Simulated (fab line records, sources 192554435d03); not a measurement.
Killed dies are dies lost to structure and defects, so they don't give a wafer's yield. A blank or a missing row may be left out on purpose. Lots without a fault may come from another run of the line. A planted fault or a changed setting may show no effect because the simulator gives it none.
Which tool did it? | flow n5_finfet | 11 lots, 32 wafers sampled, at 5 steps of a route of 1938

WHAT THE GAUGES READ, wafer by wafer
N5_START_INSPECT_01: inspects for defects (unpatterned scan).
lot  | measured    | on                | raw_defect_count
L815 | day 1 18:02 | defect_inspect-02 | 3 7
L819 | day 2 18:02 | defect_inspect-02 | 12 7 8
L820 | day 3 00:04 | defect_inspect-02 | 6 8 5
L822 | day 3 12:02 | defect_inspect-02 | 5 9 5
L823 | day 3 18:02 | defect_inspect-02 | 5 5 6
L824 | day 4 00:02 | defect_inspect-02 | 8 5 3
L831 | day 5 18:02 | defect_inspect-02 | 9 6 7
L834 | day 6 12:02 | defect_inspect-01 | 5 2 8
L835 | day 6 18:02 | defect_inspect-02 | 4 5 7
L836 | day 7 00:02 | defect_inspect-02 | 6 6 9
L837 | day 7 06:02 | defect_inspect-01 | 6 2 5

N5_WELL_APT_CD_MEAS_08: target cd 200 nm.
lot  | measured    | on        | cd_nm (nm)
L815 | day 1 19:49 | cd_sem-01 | 200.5 202.1
L819 | day 2 19:38 | cd_sem-01 | 199.2 199.0 199.7
L820 | day 3 01:44 | cd_sem-02 | 201.9 201.0 203.4
L822 | day 3 13:41 | cd_sem-01 | 203.3 201.4 203.0
L823 | day 3 19:49 | cd_sem-02 | 201.5 200.1 201.0
L824 | day 4 01:41 | cd_sem-01 | 204.4 203.0 205.8
L831 | day 5 19:41 | cd_sem-02 | 200.4 201.1 202.8
L834 | day 6 13:56 | cd_sem-03 | 198.4 203.9 203.0
L835 | day 6 19:52 | cd_sem-01 | 200.0 200.8 200.8
L836 | day 7 01:48 | cd_sem-03 | 202.3 199.4 197.7
L837 | day 7 07:42 | cd_sem-01 | 199.0 201.5 201.9

N5_WELL_APT_INSPECT_10: inspects for defects (macro).
lot  | measured    | on                | raw_defect_count
L815 | day 1 19:52 | defect_inspect-02 | 1 5
L819 | day 2 19:41 | defect_inspect-02 | 1 0 3
L820 | day 3 01:47 | defect_inspect-02 | 1 6 1
L822 | day 3 13:44 | defect_inspect-02 | 3 5 0
L823 | day 3 19:52 | defect_inspect-02 | 2 1 3
L824 | day 4 01:44 | defect_inspect-02 | 4 0 1
L831 | day 5 19:44 | defect_inspect-02 | 1 2 2
L834 | day 6 13:59 | defect_inspect-02 | 0 1 1
L835 | day 6 19:55 | defect_inspect-01 | 1 2 1
L836 | day 7 01:52 | defect_inspect-02 | 2 4 4
L837 | day 7 07:45 | defect_inspect-02 | 1 0 3

N5_BEOL_M4_RC_MEAS_101.
lot  | measured     | on        | DIBL_N (mV/V)  | DIBL_P (mV/V)  | IOFF_N (nA/um)    | IOFF_P (nA/um) | ION_N (uA/um) | ION_P (uA/um) | SS_N (mV/dec)  | SS_P (mV/dec)  | VT_N (mV)   | VT_P (mV)
L815 | day 8 01:37  | prober-01 | 37.5 36.0      | 36.4 34.5      | 0.174 0.149       | 0.24 0.21      | 666 667       | 460 460       | 71.8 71.1      | 74.0 72.7      | 251 251     | -248 -250
L819 | day 9 12:39  | prober-02 | 38.0 36.7 37.5 | 36.8 35.3 37.1 | 0.166 0.154 0.152 | 0.23 0.22 0.23 | 681 677 670   | 471 465 465   | 71.6 70.8 72.2 | 73.6 73.0 73.3 | 250 250 252 | -248 -249 -247
L820 | day 9 12:30  | prober-01 | 36.7 35.7 34.9 | 38.2 37.7 35.4 | 0.177 0.172 0.150 | 0.22 0.22 0.18 | 677 671 657   | 454 461 447   | 70.9 71.7 71.5 | 74.5 73.8 73.5 | 250 249 252 | -250 -252 -254
L822 | day 10 03:58 | prober-01 | 37.1 34.3 34.3 | 36.8 35.2 34.8 | 0.180 0.130 0.132 | 0.20 0.18 0.18 | 669 658 672   | 454 452 462   | 71.5 71.1 71.1 | 73.3 72.9 73.6 | 251 256 251 | -251 -250 -252
L823 | day 10 04:10 | prober-02 | 35.8 37.9 38.2 | 35.5 37.8 37.7 | 0.150 0.186 0.192 | 0.20 0.24 0.24 | 677 688 688   | 467 472 466   | 71.9 72.2 71.8 | 73.4 73.6 73.8 | 249 245 245 | -253 -248 -248
L824 | day 10 18:43 | prober-02 | 36.3 36.4 37.7 | 36.7 37.4 38.8 | 0.166 0.165 0.180 | 0.23 0.25 0.26 | 679 678 672   | 463 471 458   | 72.5 72.9 72.1 | 72.7 73.8 73.5 | 248 249 248 | -246 -243 -247
L831 | day 12 04:14 | prober-01 | 37.1 35.7 34.8 | 38.1 36.5 35.1 | 0.203 0.154 0.144 | 0.22 0.20 0.18 | 685 661 670   | 463 463 455   | 71.5 71.4 70.7 | 73.6 73.8 72.9 | 245 248 250 | -248 -248 -253
L834 | day 13 13:07 | prober-02 | 35.4 36.8 38.6 | 35.1 36.5 39.2 | 0.146 0.159 0.210 | 0.20 0.22 0.27 | 695 675 706   | 478 466 479   | 71.2 71.7 72.0 | 72.2 73.2 74.0 | 249 251 247 | -251 -248 -247
L835 | day 13 06:37 | prober-02 | 31.8 32.8 35.6 | 33.0 34.9 37.3 | 0.115 0.123 0.171 | 0.18 0.21 0.24 | 667 663 681   | 461 468 471   | 70.8 71.1 71.3 | 72.4 73.2 73.8 | 256 254 249 | -250 -246 -247
L836 | day 13 15:26 | prober-02 | 34.6 35.0 37.1 | 33.6 35.3 37.7 | 0.128 0.139 0.180 | 0.19 0.21 0.25 | 664 657 682   | 462 458 465   | 70.7 71.5 71.9 | 72.0 72.9 74.1 | 253 253 247 | -247 -251 -247
L837 | day 13 14:01 | prober-01 | 37.1 37.2 38.8 | 39.3 38.6 40.2 | 0.192 0.181 0.234 | 0.30 0.27 0.31 | 682 677 687   | 472 469 468   | 70.9 72.6 72.1 | 74.7 73.8 74.1 | 245 247 244 | -242 -246 -242

WHICH TOOL RAN EACH LOT (tool, then ch and the chambers of the sampled wafers, then the start)
lot  | N5_WELL_APT_COAT_02
L815 | litho_track-01 ch 0, day 1 19:25
L819 | litho_track-04 ch 0, day 2 19:22
L820 | litho_track-03 ch 0, day 3 01:28
L822 | litho_track-04 ch 0, day 3 13:17
L823 | litho_track-04 ch 0, day 3 19:25
L824 | litho_track-04 ch 0, day 4 01:25
L831 | litho_track-01 ch 0, day 5 19:25
L834 | litho_track-01 ch 0, day 6 13:40
L835 | litho_track-03 ch 0, day 6 19:28
L836 | litho_track-01 ch 0, day 7 01:25
L837 | litho_track-01 ch 0, day 7 07:19
- N5_WELL_APT_COAT_02: resist thk 950 nm.

WHAT THE TOOLS THEMSELVES READ (means of the sampled wafers that have a number; where no wafer has one, the mark that the record gives instead)
N5_WELL_APT_COAT_02.
lot  | tool           | exhaust_pa (Pa) | spin_speed_rpm (rpm)
L815 | litho_track-01 | 44.5            | 1356.8
L819 | litho_track-04 | 45.1            | 1356.6
L820 | litho_track-03 | 44.1            | 1356.9
L822 | litho_track-04 | 44.9            | 1356.7
L823 | litho_track-04 | 45.7            | 1583.4
L824 | litho_track-04 | 44.2            | 1584.2
L831 | litho_track-01 | 44.3            | 1356.8
L834 | litho_track-01 | 46.1            | 1356.7
L835 | litho_track-03 | 45.2            | 1357.5
L836 | litho_track-01 | 45.8            | 1357.0
L837 | litho_track-01 | 46.3            | 1356.1

THE ANSWER, worked out from the rows above alone
Rule: what is usual is taken from the lots themselves. Put in order of their means at a reading, lots are off if they are a third of the lots or fewer, leave a main group of 4 or more, and stand apart from it by a gap of 3 or more times the standard deviation of the main group's means; of several such gaps the widest counts. A main group whose means are all the same, to the digits that the tables above print for the reading, isn't used. A lot without any number at a reading at which 4 lots or more have one is off too. The other lots that the step has rows for count as sound. The gauges are gone through in route order, then the tools' own readings, and for those a lot's mean is taken as printed above. The first step at which some lot is off is used, and at that step the reading that is off furthest; a lot without a number counts as furthest.
Off: L823, L824, at N5_WELL_APT_COAT_02 (spin_speed_rpm). The main group: mean 1356.8 rpm, standard deviation 0.35.
A tool fits if, at that step or a process step before it, it ran every lot that is off, and no sound lot after the first of them. One fits: litho_track-04 at N5_WELL_APT_COAT_02. Its last sound lot is L822 (day 3 13:17), its first lot that is off L823 (day 3 19:25): a fault that began between those two fits.
The tool's own readings at N5_WELL_APT_COAT_02 bear it out: on the lots that are off they differ by more than 5 times the standard deviation of the sound lots' means. spin_speed_rpm reads 1583.8 rpm there against 1356.8 rpm on the sound lots.

WHAT THE SIMULATOR HAD PUT IN
Process parameter drift: litho_track-04, from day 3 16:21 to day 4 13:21, at N5_WELL_APT_COAT_02. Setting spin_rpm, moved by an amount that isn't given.
Lots struck among those shown: L823, L824. The rule above found the same.
